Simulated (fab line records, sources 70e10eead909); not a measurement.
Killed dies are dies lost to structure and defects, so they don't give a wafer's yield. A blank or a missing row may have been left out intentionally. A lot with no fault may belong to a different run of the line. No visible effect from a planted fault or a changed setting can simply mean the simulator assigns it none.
Chamber matching	flow nand harc	NHARC_A_CHANNEL_FILL_D1_ETCHBACK_19 on rie si-04 has 4 sister chambers
The step etches the open film in HBr/Cl2, target depth 5 nm, time 1.7 s. 8 wafers are shown with their chamber, then 8 later ones without.

## WAFERS, EACH WITH ITS CHAMBER
wafer	chamber	drypump motor current A (A)	oes product au (a.u.)
L913.1	3	5.9	1.001
L913.3	2	5.3	0.993
L914.2	0	4.9	0.989
L914.5	2	5.3	0.997
L915.1	0	5.0	0.982
L915.3	3	5.8	1.012
L915.5	1	5.3	0.975
L916.3	1	5.3	0.984

## WAFERS WITH NO CHAMBER GIVEN
wafer	drypump motor current A (A)	oes product au (a.u.)
L916.4	5.3	0.979
L916.6	5.8	1.015
L930.2	4.9	0.997
L930.3	5.3	0.987
L930.6	5.0	1.000
L931.1	5.3	0.989
L931.2	5.9	1.004
L931.6	4.9	1.002

## CHAMBER TAKEN BY EACH
wafer	from the rows above	in truth
L916.4	1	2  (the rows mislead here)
L916.6	3	3
L930.2	0	0
L930.3	can't be placed: 1 or 2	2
L930.6	0	0
L931.1	can't be placed: 2 or 1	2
L931.2	3	3
L931.6	0	0
5 of 8 placed correctly. Can't be placed from these rows: 2 (the true chamber is among the candidates in 2). 1 placed wrongly.
How it was worked out, from the rows above alone: a wafer's distance from a chamber is the root of the sum, over the readings, of the square of ((its reading less the chamber's mean) divided by the reading's scatter). The wafer belongs to the nearest chamber; if the next one is less than 2 further off, it can't be placed. For every chamber, the mean is computed from those of its wafers that are shown. How the scatter is found: for the shown wafers, subtract from each reading the mean of its chamber, square and add these, divide the total by (wafers less chambers), then take the root.
